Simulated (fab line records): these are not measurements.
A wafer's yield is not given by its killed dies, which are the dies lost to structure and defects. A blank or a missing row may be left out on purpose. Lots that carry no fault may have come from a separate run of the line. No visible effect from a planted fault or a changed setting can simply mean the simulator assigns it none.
Which of the tools did it?    flow n5 finfet    27 wafers from 10 lots sampled at 4 of the route's 1938 steps

## WHAT THE GAUGES READ, wafer by wafer
N5_SD_EPI_P_CD_MEAS_09 targets a cd of 240 nm.
lot   measured     on         cd nm (nm)
L410  day 3 13:19  cd sem-02  239.5 240.6 239.7
L412  day 4 03:08  cd sem-01  240.5 239.8 240.2
L413  day 4 05:23  cd sem-02  239.9 239.4 240.2
L414  day 4 10:53  cd sem-03  240.7 240.4 239.9
L416  day 5 00:52  cd sem-02  240.5 233.8
L420  day 6 00:04  cd sem-01  233.8 233.0
L421  day 6 04:24  cd sem-01  233.8 239.5
L425  day 7 03:36  cd sem-03  240.4 239.6 240.4
L432  day 9 00:47  cd sem-03  240.3 239.6 240.4
L431  day 9 01:43  cd sem-01  240.9 240.2 240.6

## WHICH TOOL RAN EACH LOT (tool, then ch and the chambers of the sampled wafers, then the start)
lot   N5_DUMMY_GATE_ETCH_31              N5_DUMMY_GATE_ETCH_42              N5_SD_EPI_P_PEB_07
L410  rie diel-02 ch 0,3, day 3 07:05    rie diel-06 ch 0,2, day 3 07:35    litho track-03 ch 0, day 3 13:14
L412  rie diel-06 ch 1,2,3, day 3 18:23  rie diel-06 ch 0,2, day 3 18:53    litho track-01 ch 0, day 4 03:04
L413  rie diel-01 ch 2,3, day 3 22:02    rie diel-06 ch 0,2,3, day 3 22:31  litho track-01 ch 0, day 4 05:19
L414  rie diel-02 ch 1,2, day 4 04:31    rie diel-01 ch 0,2, day 4 05:02    litho track-01 ch 0, day 4 10:49
L416  rie diel-02 ch 1,3, day 4 16:08    rie diel-02 ch 3, day 4 16:38      litho track-01 ch 0, day 5 00:47
L420  rie diel-06 ch 2,3, day 5 17:20    rie diel-01 ch 0,1, day 5 17:53    litho track-01 ch 0, day 5 23:59
L421  rie diel-02 ch 0,3, day 5 22:13    rie diel-06 ch 2,3, day 5 22:43    litho track-01 ch 0, day 6 04:20
L425  rie diel-06 ch 2,3, day 6 21:07    rie diel-02 ch 0,2, day 6 21:42    litho track-05 ch 0, day 7 03:32
L432  rie diel-06 ch 1,2,3, day 8 18:33  rie diel-01 ch 2,3, day 8 19:08    litho track-01 ch 0, day 9 00:44
L431  rie diel-06 ch 0,3, day 8 19:32    rie diel-01 ch 0,2, day 8 20:02    litho track-01 ch 0, day 9 01:38
- N5_DUMMY_GATE_ETCH_31: etches SiO2 in C4F6/O2, target depth 82.5 nm, time 27.5 s.
- N5_DUMMY_GATE_ETCH_42: etches SiO2 in CHF3/O2, target depth 3.5 nm, time 31 s.
- N5_SD_EPI_P_PEB_07: peb time 60 s.

## THE ANSWER, worked out from the rows above alone
Rule: what is usual is taken from the lots themselves. Put in order of their means at a reading, lots are off if they are a third of the lots or fewer, leave a main group of 4 or more, and stand apart from it by a gap of 3 or more times the standard deviation of the main group's means; of several such gaps the widest counts. The tables above print the reading to a certain number of digits; a main group whose means all agree to those digits is not used. A lot without any number at a reading at which 4 lots or more have one is off too. All remaining lots with rows at the step are treated as sound.
Off: L416, L420, L421, at N5_SD_EPI_P_CD_MEAS_09 (cd nm). The main group: mean 240.2 nm, standard deviation 0.23.
A tool fits if, at a process step before that reading, it ran every lot that is off, and no sound lot after the first of them. The gauges at N5_SD_EPI_P_CD_MEAS_09 are tried like those tools. None of those tried fits.

## WHAT THE SIMULATOR PUT IN
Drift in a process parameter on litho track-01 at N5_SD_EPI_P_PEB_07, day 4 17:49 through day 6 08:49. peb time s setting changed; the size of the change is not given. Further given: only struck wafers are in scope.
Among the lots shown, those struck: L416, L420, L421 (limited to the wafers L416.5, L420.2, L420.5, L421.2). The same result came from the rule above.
